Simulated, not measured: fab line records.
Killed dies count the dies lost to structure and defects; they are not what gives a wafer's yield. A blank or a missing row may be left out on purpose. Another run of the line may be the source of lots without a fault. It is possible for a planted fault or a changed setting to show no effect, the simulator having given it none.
Which of the tools did it?    flow n5Finfet    Sampling: 13 lots, 36 wafers, 3 of 1938 route steps

WHAT EACH GAUGE READ, for each wafer
N5_PASSIVATION_CD_MEAS_44: the cd target is 40000 nm.
lot   measured      on        cdNm (nm)
L993  day 13 16:26  cdSem-02  39998 40005 40005
L995  day 14 09:32  cdSem-02  40006 39997 39999
L996  day 14 08:06  cdSem-01  39997 40000 40003
L998  day 14 10:07  cdSem-01  40000 40000 40006
L999  day 14 18:19  cdSem-02  39996 39988 39997
L101  day 15 06:15  cdSem-02  39994 39999 39999
L100  day 15 09:35  cdSem-02  39995 39995 39992
L102  day 15 12:08  cdSem-01  39995 39997 40007
L109  day 17 14:43  cdSem-03  39997 40000 40004
L111  day 18 00:55  cdSem-02  40005 40012
L114  day 18 19:17  cdSem-01  40002 40005 40010
L113  day 18 19:05  cdSem-03  39999 40012
L115  day 19 14:23  cdSem-01  40000 39999

WHAT TOOL EACH LOT RAN ON (gives the tool, then ch and the chambers of the sampled wafers, and finally the start)
lot   N5_BEOL_M3_SPUTTER_94        N5_MIM_TOP_ETCH_STRIP_01
L993  pvdSputter-01, day 8 18:30   rieDiel-04 ch 0,1,3, day 13 06:32
L995  pvdSputter-03, day 9 00:40   rieDiel-01 ch 0,2, day 14 00:40
L996  pvdSputter-02, day 9 03:55   rieDiel-01 ch 2,3, day 14 00:37
L998  pvdSputter-02, day 9 07:50   rieDiel-03 ch 1,2, day 14 03:43
L999  pvdSputter-03, day 9 10:47   rieDiel-03 ch 0,1,2, day 14 06:32
L101  pvdSputter-02, day 10 00:21  rieDiel-04 ch 1,2,3, day 14 22:30
L100  pvdSputter-02, day 10 16:47  rieDiel-03 ch 0,1,3, day 15 04:13
L102  pvdSputter-03, day 10 21:49  rieDiel-03 ch 0,1, day 15 04:50
L109  pvdSputter-03, day 12 16:41  rieDiel-04 ch 0,3, day 17 06:40
L111  pvdSputter-01, day 12 22:05  rieDiel-01 ch 2,3, day 17 17:25
L114  pvdSputter-03, day 13 11:32  rieDiel-01 ch 0,1,3, day 18 09:57
L113  pvdSputter-01, day 13 17:44  rieDiel-04 ch 1,2, day 18 10:26
L115  pvdSputter-02, day 14 09:51  rieDiel-03 ch 0,1, day 19 06:21
- N5_BEOL_M3_SPUTTER_94: material Cu, target thk 4.5 nm, time 8.29 s.
- N5_MIM_TOP_ETCH_STRIP_01: strips in O2.

WHAT THE TOOLS THEMSELVES READ (means of the sampled wafers that have a number; where no wafer has one, the mark that the record gives instead)
N5_BEOL_M3_SPUTTER_94.
lot   tool           substrateTempC (C)  throttleValvePct (%)
L993  pvdSputter-01  -20.06              30.6
L995  pvdSputter-03  -20.03              29.6
L996  pvdSputter-02  -20.01              30.7
L998  pvdSputter-02  -19.94              30.5
L999  pvdSputter-03  -20.04              29.9
L101  pvdSputter-02  -20.16              31.0
L100  pvdSputter-02  -19.97              30.4
L102  pvdSputter-03  -19.97              29.6
L109  pvdSputter-03  -20.00              29.9
L111  pvdSputter-01  -19.84              31.1
L114  pvdSputter-03  -19.98              29.4
L113  pvdSputter-01  -19.98              30.5
L115  pvdSputter-02  -20.12              31.1

N5_MIM_TOP_ETCH_STRIP_01.
lot   tool        drypumpMotorCurrentA (A)  oesProductAu (a.u.)  rfVppV (V)  showerheadPlenumPTorr (Torr)  throttleValvePct (%)
L993  rieDiel-04  5.8                       0.78                 2.8         2.08                          16.73
L995  rieDiel-01  5.4                       0.87                 3.0         2.17                          16.64
L996  rieDiel-01  5.6                       0.86                 4.3         2.11                          16.42
L998  rieDiel-03  5.3                       0.76                 2.7         2.09                          16.78
L999  rieDiel-03  5.2                       0.78                 3.1         2.13                          16.71
L101  rieDiel-04  5.6                       0.81                 3.8         2.13                          16.65
L100  rieDiel-03  5.6                       0.79                 2.4         2.11                          16.75
L102  rieDiel-03  5.4                       0.76                 4.7         2.12                          16.86
L109  rieDiel-04  5.6                       0.77                 3.3         2.07                          16.72
L111  rieDiel-01  5.5                       0.83                 3.4         2.08                          16.50
L114  rieDiel-01  5.4                       0.79                 3.8         2.11                          16.76
L113  rieDiel-04  5.2                       0.82                 3.9         2.16                          16.57
L115  rieDiel-03  5.3                       0.90                 3.5         2.14                          16.54

THE ANSWER, worked out from the rows above alone
Rule: what is usual is taken from the lots themselves. Put in order of their means at a reading, lots are off if they are a third of the lots or fewer, leave a main group of 4 or more, and stand apart from it by a gap of 3 or more times the standard deviation of the main group's means; of several such gaps the widest counts. The tables above print the reading to a certain number of digits; a main group whose means all agree to those digits is not used. Also off: a lot with no number at a reading for which 4 or more lots have one. The other lots that the step has rows for count as sound. The gauges are gone through in route order, then the tools' own readings, and for those a lot's mean is taken as printed above. At the first step where some lot is off, the reading lying furthest off is the one used; lots without a number count as furthest.
Across all readings shown, no lot is off: no conclusion can be drawn from this.

WHAT THE SIMULATOR HAD PUT IN
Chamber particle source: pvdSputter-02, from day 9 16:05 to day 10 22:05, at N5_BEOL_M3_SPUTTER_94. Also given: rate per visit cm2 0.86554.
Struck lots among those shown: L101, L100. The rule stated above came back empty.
